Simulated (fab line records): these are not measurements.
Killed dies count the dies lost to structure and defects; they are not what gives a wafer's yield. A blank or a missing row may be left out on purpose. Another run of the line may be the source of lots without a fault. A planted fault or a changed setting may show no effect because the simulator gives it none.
The same fault as seen by 2 desks + flow n5 finfet + each desk has only its own numbers; what lay behind them comes last

DESK OF THE TOOL OWNER: pecvd-04
The tool's own readings at N5_ZERO_LAYER_PECVD_02 (deposits SiO2 from SiH4/N2O, target thk 10 nm, time 6 s): means of the sampled wafers that have a number, for each lot that ran on this tool. Marked OUT: a lot whose mean sits more than 4 standard deviations from the usual mean, which makes it out of limits; the brackets give that distance.
Columns: A = heater power w at N5_ZERO_LAYER_PECVD_02, usual 799 W; B = rf fwd power W at N5_ZERO_LAYER_PECVD_02, usual 272.2 W; C = showerhead plenum p Torr at N5_ZERO_LAYER_PECVD_02, usual 8.11 Torr
| lot  | first seen here | A   | B     | C    |
|------|-----------------|-----|-------|------|
| L800 | day 1 12:28     | 799 | 272.6 | 8.15 |
| L801 | day 1 18:17     | 664 | 271.5 | 7.97 |
| L804 | day 2 12:19     | 737 | 271.5 | 8.08 |
| L807 | day 3 06:17     | 837 | 272.7 | 8.11 |
| L808 | day 3 12:17     | 746 | 272.3 | 8.16 |
| L809 | day 3 18:17     | 773 | 273.2 | 8.18 |
| L812 | day 4 12:17     | 831 | 272.5 | 8.08 |
Finding of this desk: none of the 7 lots has anything out of limits.

METROLOGY DESK
Means of the sampled wafers that have a number, per lot and without regard to the tool the lot ran on: this is what the gauges read. Marked OUT: a lot whose mean sits more than 4 standard deviations from the usual mean, which makes it out of limits; the brackets give that distance. Shown here are 7 of its 14 readings, the ones lying furthest out on some lot.
Columns: A = CJ_N at N5_BEOL_M4_RC_MEAS_101, usual 4.35; B = CJ_P at N5_BEOL_M4_RC_MEAS_101, usual 5.80; C = IOFF_P at N5_BEOL_M4_RC_MEAS_101, usual 0.21 nA/um; D = ION_P at N5_BEOL_M4_RC_MEAS_101, usual 464 uA/um; E = RS_PWELL at N5_BEOL_M4_RC_MEAS_101, usual 3011 ohm/sq; F = VT_P at N5_BEOL_M4_RC_MEAS_101, usual -249 mV; G = M5_ILD_THK at N5_BEOL_M5_THK_MEAS_01, usual 120.6 nm
| lot  | first seen here | A    | B    | C    | D   | E    | F    | G     |
|------|-----------------|------|------|------|-----|------|------|-------|
| L800 | day 7 20:04     | 4.38 | 5.79 | 0.19 | 453 | 3035 | -253 | 118.3 |
| L801 | day 8 01:37     | 4.42 | 5.69 | 0.22 | 460 | 3034 | -249 | 122.2 |
| L803 | day 8 18:49     | 4.35 | 5.79 | 0.16 | 452 | 3029 | -258 | 120.5 |
| L804 | day 8 23:21     | 4.41 | 5.77 | 0.20 | 464 | 3019 | -250 | 120.0 |
| L807 | day 9 17:04     | 4.34 | 5.77 | 0.24 | 465 | 3043 | -244 | 119.0 |
| L808 | day 10 03:58    | 4.36 | 5.90 | 0.19 | 456 | 3019 | -251 | 120.2 |
| L809 | day 10 04:10    | 4.26 | 5.80 | 0.23 | 468 | 3003 | -250 | 121.3 |
| L812 | day 10 22:04    | 4.60 | 5.44 | 0.20 | 473 | 3060 | -251 | 120.3 |
| L819 | day 13 09:56    | 4.39 | 5.90 | 0.19 | 467 | 3032 | -251 | 119.9 |
| L822 | day 13 15:26    | 4.37 | 5.75 | 0.22 | 462 | 3030 | -248 | 120.6 |
Finding of this desk: none of the 10 lots has anything out of limits.

TAKEN TOGETHER
The desk of the tool owner found nothing out of limits.
At the metrology desk, nothing out of limits was observed.

WHAT WAS PUT IN BY THE SIMULATOR
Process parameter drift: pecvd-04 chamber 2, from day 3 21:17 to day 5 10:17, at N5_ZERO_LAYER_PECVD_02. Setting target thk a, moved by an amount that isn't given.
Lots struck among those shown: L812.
